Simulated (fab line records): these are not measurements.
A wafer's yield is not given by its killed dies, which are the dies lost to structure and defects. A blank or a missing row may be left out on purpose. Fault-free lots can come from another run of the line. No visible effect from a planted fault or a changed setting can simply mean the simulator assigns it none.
Matching of chambers + flow n5 finfet + uv cure-02 running N5_BEOL_M5_CURE_80: 3 sister chambers
The step cures SiCOH lowk, time 120 s. 3 wafers are shown with their chamber, then 8 later ones without.

WAFERS WITH THEIR CHAMBER
| wafer  | chamber | wafer_temp_C_max |
|--------|---------|------------------|
| L079.6 | 1       | 370.8            |
| L083.5 | 0       | 371.1            |
| L088.1 | 2       | 371.9            |

WAFERS WHOSE CHAMBER IS MISSING
| wafer  | wafer_temp_C_max |
|--------|------------------|
| L088.2 | 372.0            |
| L088.5 | 372.3            |
| L090.1 | 371.1            |
| L090.4 | 371.2            |
| L090.5 | 370.8            |
| L093.3 | 371.8            |
| L093.5 | 371.8            |
| L093.6 | 371.9            |

THE CHAMBER EACH PASSED THROUGH
| wafer  | from the rows above     | in truth |
|--------|-------------------------|----------|
| L088.2 | 2                       | 2        |
| L088.5 | 2                       | 2        |
| L090.1 | can't be placed: 0 or 1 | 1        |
| L090.4 | can't be placed: 0 or 1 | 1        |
| L090.5 | can't be placed: 1 or 0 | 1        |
| L093.3 | 2                       | 2        |
| L093.5 | 2                       | 2        |
| L093.6 | 2                       | 2        |
Correct placement for 5 of the 8. Unplaceable from these rows: 3, with the true chamber sitting among the candidates in 3. Placed wrongly: 0.
How it was worked out, from the rows above alone: a wafer's distance from a chamber is the root of the sum, over the readings, of the square of ((its reading less the chamber's mean) divided by the reading's scatter). The wafer belongs to the nearest chamber; if the next one is less than 2 further off, it can't be placed. The mean given for a chamber averages the wafers shown for that chamber. The scatter: with one shown wafer a chamber, the root of the mean of the squares of how far each hidden wafer lies from its nearest shown one.
